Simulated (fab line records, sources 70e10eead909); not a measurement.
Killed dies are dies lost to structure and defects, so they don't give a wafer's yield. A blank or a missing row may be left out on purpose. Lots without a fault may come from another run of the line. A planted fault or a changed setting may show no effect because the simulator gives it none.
A struck lot beside a sound one | flow nand_harc | 44 steps out of a route of 1159
Sound: wafers L328.1, L328.2, L328.6. Struck: wafers L319.4, L319.6. The cause comes at the end.
At each step with rows: each side's tool, then ch and its chambers, then its first start. Under that, the readings that differ: sound wafers | struck wafers | difference of the means | sigmas: that difference in standard deviations of wafers without a fault.
alike: readings whose means differ by less than 2 such deviations, and words and numbers that are the same on both sides. not compared: withheld readings, readings that some wafer has no value for, bounds like >300 that may hide the same value, and numbers for which the record gives no deviation and whose values overlap.
The two part at a step that has a row with sigmas, a row that says differs or no value, or rows on one side only. Numbers that don't overlap but have no deviation are shown without sigmas and don't part them. A reading that every wafer of one side lacks parts them only if that side has two wafers or more.

first, 1 step without rows for these wafers: NHARC_A_CONTACT_DEVELOP_41 (develop time 35 s).
NHARC_A_CONTACT_CD_MEAS_42: target cd 200 nm.
  sound on cd_sem-02 ch 0, day 19 05:29; struck on cd_sem-03 ch 0, day 17 12:20
  alike: cd_nm
NHARC_A_CONTACT_OVL_MEAS_43:
  sound on overlay-02, day 19 05:35; struck on overlay-01, day 17 12:25
  alike: overlay_x_nm, overlay_y_nm
NHARC_A_CONTACT_INSPECT_44:
  sound on defect_inspect-01, day 19 05:37; struck on defect_inspect-01, day 17 12:28
  alike: raw_defect_count
then, 6 steps without rows for these wafers: NHARC_A_CONTACT_DESCUM_47 (chemistry O2, time 3 s); NHARC_A_CONTACT_ETCH_48 (etches the open film in CF4, target depth 39 nm, time 65 s); NHARC_A_CONTACT_ETCH_49 (etches the open film in N2/H2, target depth 260 nm, time 475.3 s); NHARC_A_CONTACT_ETCH_50 (etches the open film in CF4/CHF3, target depth 84.7 nm, time 42.4 s); NHARC_A_CONTACT_ETCH_51 (etches the open film in O2/COS, target depth 3600 nm, time 936 s); NHARC_A_CONTACT_ETCH_111 (etches the open film in C4F8/O2/Ar, time 140 s, target depth 700 nm).
NHARC_A_CONTACT_ETCH_112: etches the open film in C4F8/O2/Ar, time 94 s, target depth 922 nm.
  sound on har_cap_etch-01 ch 0,1, day 19 07:17; struck on har_cap_etch-03 ch 1, day 17 14:00
  not compared: rf_hours_counter_h
then, 1 step without rows for these wafers: NHARC_A_CONTACT_ETCH_113 (etches the open film in C4F8/O2/Ar, time 94 s, target depth 922 nm).
NHARC_A_CONTACT_ETCH_114: etches the open film in C4F8/O2/Ar, time 94 s, target depth 922 nm.
  sound on har_cap_etch-01 ch 0,1, day 19 07:28; struck on har_cap_etch-03 ch 1, day 17 14:11
  not compared: rf_hours_counter_h
then, 4 steps without rows for these wafers: NHARC_A_CONTACT_ETCH_115 (etches the open film in C4F8/O2/Ar, time 94 s, target depth 922 nm); NHARC_A_CONTACT_ETCH_116 (etches the open film in C4F8/O2/Ar, time 94 s, target depth 922 nm); NHARC_A_CONTACT_ETCH_117 (etches the open film in C4F8/O2/Ar, time 94 s, target depth 922 nm); NHARC_A_CONTACT_ETCH_118 (etches the open film in C4F8/O2/Ar, time 94 s, target depth 922 nm).
NHARC_A_CONTACT_ETCH_119: etches the open film in C4F8/O2/Ar, time 94 s, target depth 922 nm.
  sound on har_cap_etch-01 ch 0,1, day 19 07:55; struck on har_cap_etch-03 ch 1, day 17 14:38
  not compared: rf_hours_counter_h
NHARC_A_CONTACT_ETCH_120: etches the open film in C4F8/O2/Ar, time 94 s, target depth 922 nm.
  sound on har_cap_etch-01 ch 0,1, day 19 08:01; struck on har_cap_etch-03 ch 1, day 17 14:44
  not compared: rf_hours_counter_h
then, 4 steps without rows for these wafers: NHARC_A_CONTACT_ETCH_121 (etches the open film in C4F8/O2/Ar, time 94 s, target depth 922 nm); NHARC_A_CONTACT_ETCH_122 (etches the open film in C4F8/O2/Ar, time 95 s, target depth 930 nm); NHARC_A_CONTACT_ETCH_123 (etches the open film in C4F8/O2/Ar, time 253 s, target depth 1090 nm); NHARC_A_CONTACT_ETCH_90 (etches the open film in CH3F/O2, target depth 40 nm, time 85.7 s).
NHARC_A_CONTACT_ETCH_96: etches the open film in C4F6/O2, target depth 20 nm, time 10 s.
  sound on rie_diel-13 ch 0,3, day 19 09:07; struck on rie_diel-11 ch 0,2
  alike: drypump_motor_current_A, oes_product_au, rf_vpp_V, showerhead_plenum_p_Torr, throttle_valve_pct
  not compared: rf_hours_counter_h
NHARC_A_CONTACT_CD_MEAS_53:
  sound on cd_sem-03, day 19 09:13; struck on cd_sem-01, day 17 15:58
  alike: cd_nm
then, 7 steps without rows for these wafers: NHARC_A_CONTACT_STRIP_99 (strips in N2/H2); NHARC_A_CONTACT_STRIP_100 (strips in CF4/CHF3); NHARC_A_CONTACT_STRIP_101 (strips in O2/COS); NHARC_A_CONTACT_ETCH_102 (etches the open film in CF4/O2, target depth 70 nm, overetch 7 nm, time 38.5 s); NHARC_A_CONTACT_STRIP_55 (strips in O2); NHARC_A_CONTACT_STRIP_56 (strips in post etch residue remover, time 600 s); NHARC_A_CONTACT_DEP_57 (deposits aC, target thk 2800 nm).
NHARC_A_CONTACT_DEP_58: deposits SiON, target thk 60 nm.
  sound on pecvd-01 ch 0,1,2, day 19 12:28; struck on pecvd-02 ch 1,2, day 17 18:48
  reading            | sound       | struck  | difference | sigmas
  heater_power_w (W) | 870 782 833 | 673 683 | -150       | -2
  alike: showerhead_vpp_V
then, 9 steps without rows for these wafers: NHARC_A_CONTACT_DEHYDRATE_59 (time 120 s); NHARC_A_CONTACT_HMDS_60 (time 30 s); NHARC_A_CONTACT_COAT_61 (time 75 s); NHARC_A_CONTACT_COAT_62 (time 65 s); NHARC_A_CONTACT_COAT_63 (resist thk 90 nm); NHARC_A_CONTACT_SOFTBAKE_64 (time 55 s); NHARC_A_CONTACT_EBR_65; NHARC_A_CONTACT_EXPOSE_66 (exposes mask A CC 2); NHARC_A_CONTACT_PEB_67 (peb time 65 s).
NHARC_A_CONTACT_DESCUM_74: chemistry O2, time 3 s.
  sound on rie_diel-11 ch 1,2, day 19 13:25; struck on rie_diel-13 ch 1,2, day 17 20:25
  reading | sound | struck                                            | difference                   | sigmas
  hold    | - - - | await_dispo/0.7h/release await_dispo/0.7h/release | no value on the sound wafers |
  alike: drypump_motor_current_A, oes_product_au, rf_vpp_V, showerhead_plenum_p_Torr, throttle_valve_pct
  not compared: rf_hours_counter_h
-- the record jumps here: 4 days lie between the struck wafers' starts before and after (it left off in module A_CONTACT and takes up again in module END, whose first step shown is number 1159 of the route) --
NHARC_END_SORT_01:
  the record has rows for the struck wafers here (prober-01 ch 0, day 21 14:14) and none for the sound ones

WHERE THEY PART
First at NHARC_A_CONTACT_DEP_58; last, within this record, at NHARC_END_SORT_01.

WHY: what the simulator had put in
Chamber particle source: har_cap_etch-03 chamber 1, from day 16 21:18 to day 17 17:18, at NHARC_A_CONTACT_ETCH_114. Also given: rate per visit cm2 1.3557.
